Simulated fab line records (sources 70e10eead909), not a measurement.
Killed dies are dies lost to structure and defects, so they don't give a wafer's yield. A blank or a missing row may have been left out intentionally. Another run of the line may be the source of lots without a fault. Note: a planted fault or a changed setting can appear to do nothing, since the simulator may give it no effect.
Struck lot and sound lot, side by side / flow nand harc / 15 steps out of a route of 1159
Sound: the wafers L133.1, L133.4, L133.5. Struck: wafers L139.2, L139.4 (left out: L139.5, a lot-mate that was not struck); the cause follows at the end.
Order at every step that has rows: each side's tool, ch and its chambers, its first start. Under that, the readings that differ: sound wafers / struck wafers / difference of the means / sigmas: that difference in standard deviations of wafers without a fault.
alike: same words and numbers on both sides, and readings whose means sit less than 2 such deviations apart. not compared: any withheld reading, any reading some wafer has no value for, any bound like >300 that may hide the same value, and any number with overlapping values for which the record gives no deviation.
A row with sigmas, a row that says differs or no value, or rows on one side alone: a step with any of these is where the two part. Numbers that don't overlap but have no deviation are shown without sigmas and don't part them. Lack of a reading on every wafer of one side parts them only where that side has two or more wafers.

first, 8 steps without rows for these wafers: NHARC_THIN_TSV_DEHYDRATE_25 (time 120 s); NHARC_THIN_TSV_HMDS_26 (time 30 s); NHARC_THIN_TSV_COAT_27; NHARC_THIN_TSV_SOFTBAKE_28 (time 95 s); NHARC_THIN_TSV_EBR_29; NHARC_THIN_TSV_EXPOSE_30 (exposes mask PAD); NHARC_THIN_TSV_PEB_31 (peb time 85 s); NHARC_THIN_TSV_DEVELOP_32 (time 70 s).
NHARC_THIN_TSV_CD_MEAS_33: target cd 5000 nm.
  sound on cd sem-03 ch 0, day 19 21:52; struck on cd sem-02 ch 0, day 20 18:29
  alike: cd nm
then, 1 step without rows for these wafers: NHARC_THIN_TSV_HARDBAKE_34 (time 80 s).
NHARC_THIN_TSV_DESCUM_35: chemistry O2, time 3 s.
  sound on rie diel-05 ch 0,2,3, day 19 22:02; struck on rie diel-09 ch 0,1, day 20 18:40
  alike: drypump motor current A, oes product au, rf vpp V, showerhead plenum p Torr, throttle valve pct
  not compared: rf hours counter h
NHARC_THIN_TSV_ETCH_59: etches the open film in Cl2/BCl3, target depth 880 nm, time 138.1 s.
  sound on rie metal-01 ch 0,1, day 19 22:11; struck on rie metal-02 ch 0,1, day 20 18:50
  alike: bcl3 flow sccm, drypump motor current A, oes product au, run length s, throttle valve pct
  not compared: rf hours counter h
NHARC_THIN_TSV_ETCH_36: etches the open film in Cl2/BCl3, target depth 65 nm, time 18.571 s.
  sound on rie metal-01 ch 0,1, day 19 22:25; struck on rie metal-02 ch 0,1, day 20 19:04
reading=run length s (s); sound=39.4 39.4 39.7; struck=34.8 33.8; difference=-5.2; sigmas=-10
  alike: drypump motor current A, oes product au
  not compared: rf hours counter h
NHARC_THIN_TSV_STRIP_56: strips in O2.
  sound on plasma asher-02 ch 0,1, day 19 22:46; struck on plasma asher-01 ch 0,1, day 20 19:23
  alike: drypump motor current A, heater power w, rf refl power W, temp c
  not compared: rf hours counter h
NHARC_END_SORT_01:
  sound on prober-02 ch 0, day 20 05:40; struck on prober-01 ch 0, day 21 13:51
  alike: defect limited yield, killed at array, killed at other, killed at periphery, killed dies, killed open, killed short, sort_bin_2_pct, sort_bin_3_pct, sort_bin_4_pct, sort n pass, sort rim yield pct, sort yield pct

== WHERE THEY PART ==
Only at NHARC_THIN_TSV_ETCH_36, within this record. Later steps at which nothing parts them and some readings are alike: NHARC_THIN_TSV_STRIP_56, NHARC_END_SORT_01.

WHY: what the simulator had put in
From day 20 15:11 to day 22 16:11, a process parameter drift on rie metal-02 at NHARC_THIN_TSV_ETCH_36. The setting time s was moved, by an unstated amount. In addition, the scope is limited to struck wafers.
